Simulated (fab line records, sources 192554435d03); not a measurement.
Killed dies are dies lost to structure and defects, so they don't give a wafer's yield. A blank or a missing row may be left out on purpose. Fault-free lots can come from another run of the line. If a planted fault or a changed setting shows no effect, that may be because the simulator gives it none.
Chamber matching | flow n5-finfet | rie-diel-05 running N5_BEOL_M9_STRIP_67: 4 sister chambers
The step strips in CF4. 22 wafers are shown with their chamber, then 11 later ones without.

## WAFERS, EACH WITH ITS CHAMBER
wafer  | chamber | showerhead-plenum-p-Torr (Torr) | throttle-valve-pct (%) | drypump-motor-current-A (A)
L076.1 | 2       | 1.81                            | 13.85                  | 5.8
L076.2 | 1       | 1.74                            | 13.30                  | 4.9
L076.3 | 3       | 1.80                            | 13.40                  | 5.4
L076.4 | 0       | 1.77                            | 13.94                  | 4.9
L076.5 | 0       | 1.77                            | 13.91                  | 4.8
L076.6 | 1       | 1.74                            | 13.30                  | 5.0
L078.1 | 0       | 1.77                            | 13.93                  | 4.9
L078.3 | 2       | 1.81                            | 13.88                  | 5.8
L078.4 | 3       | 1.79                            | 13.39                  | 5.4
L080.1 | 3       | 1.79                            | 13.40                  | 5.4
L080.2 | 2       | 1.81                            | 13.90                  | 5.8
L080.3 | 1       | 1.74                            | 13.35                  | 4.9
L080.4 | 0       | 1.77                            | 13.93                  | 4.9
L080.5 | 3       | 1.79                            | 13.42                  | 5.4
L080.6 | 0       | 1.77                            | 13.95                  | 4.9
L082.2 | 1       | 1.74                            | 13.35                  | 4.9
L082.4 | 2       | 1.81                            | 13.93                  | 5.8
L082.5 | 1       | 1.74                            | 13.34                  | 4.9
L085.1 | 1       | 1.74                            | 13.37                  | 5.0
L085.2 | 2       | 1.81                            | 13.93                  | 5.9
L085.3 | 3       | 1.79                            | 13.43                  | 5.4
L092.2 | 3       | 1.79                            | 13.44                  | 5.4

SIGNATURES (means of the wafers above)
reading                  | chamber 0 | chamber 1 | chamber 2 | chamber 3 | scatter within a chamber
showerhead-plenum-p-Torr | 1.7700    | 1.7400    | 1.8100    | 1.7917    | 0.00215
throttle-valve-pct       | 13.9320   | 13.3350   | 13.8980   | 13.4133   | 0.0254
drypump-motor-current-A  | 4.880     | 4.933     | 5.820     | 5.400     | 0.0404
Rule: for a wafer and a chamber, the distance is found by dividing, reading by reading, the gap between the wafer's reading and the chamber's mean by the reading's scatter, squaring, summing and taking the root. If the next closest chamber is less than 2 further off than the closest, the wafer can't be placed; otherwise it belongs to the closest. The scatter is the square root of a quotient: the sum, over the shown wafers, of each reading's squared deviation from its chamber's mean, divided by wafers minus chambers.

## WAFERS WITHOUT THEIR CHAMBER
wafer  | showerhead-plenum-p-Torr (Torr) | throttle-valve-pct (%) | drypump-motor-current-A (A)
L092.5 | 1.73                            | 13.38                  | 4.9
L092.6 | 1.80                            | 13.95                  | 5.8
L093.1 | 1.80                            | 13.94                  | 5.8
L093.3 | 1.79                            | 13.45                  | 5.4
L093.6 | 1.79                            | 13.46                  | 5.4
L091.1 | 1.73                            | 13.39                  | 4.9
L091.3 | 1.79                            | 13.45                  | 5.4
L091.6 | 1.79                            | 13.45                  | 5.4
L096.4 | 1.76                            | 13.42                  | 4.9
L096.5 | 1.80                            | 13.99                  | 5.8
L096.6 | 1.73                            | 13.44                  | 4.9

## EACH ONE'S CHAMBER
wafer  | from the rows above | in truth
L092.5 | 1                   | 1
L092.6 | 2                   | 2
L093.1 | 2                   | 2
L093.3 | 3                   | 3
L093.6 | 3                   | 3
L091.1 | 1                   | 1
L091.3 | 3                   | 3
L091.6 | 3                   | 3
L096.4 | 1                   | 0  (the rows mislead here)
L096.5 | 2                   | 2
L096.6 | 1                   | 1
Correct placement for 10 of the 11. Left unplaced by these rows: 0. Wrongly placed: 1.
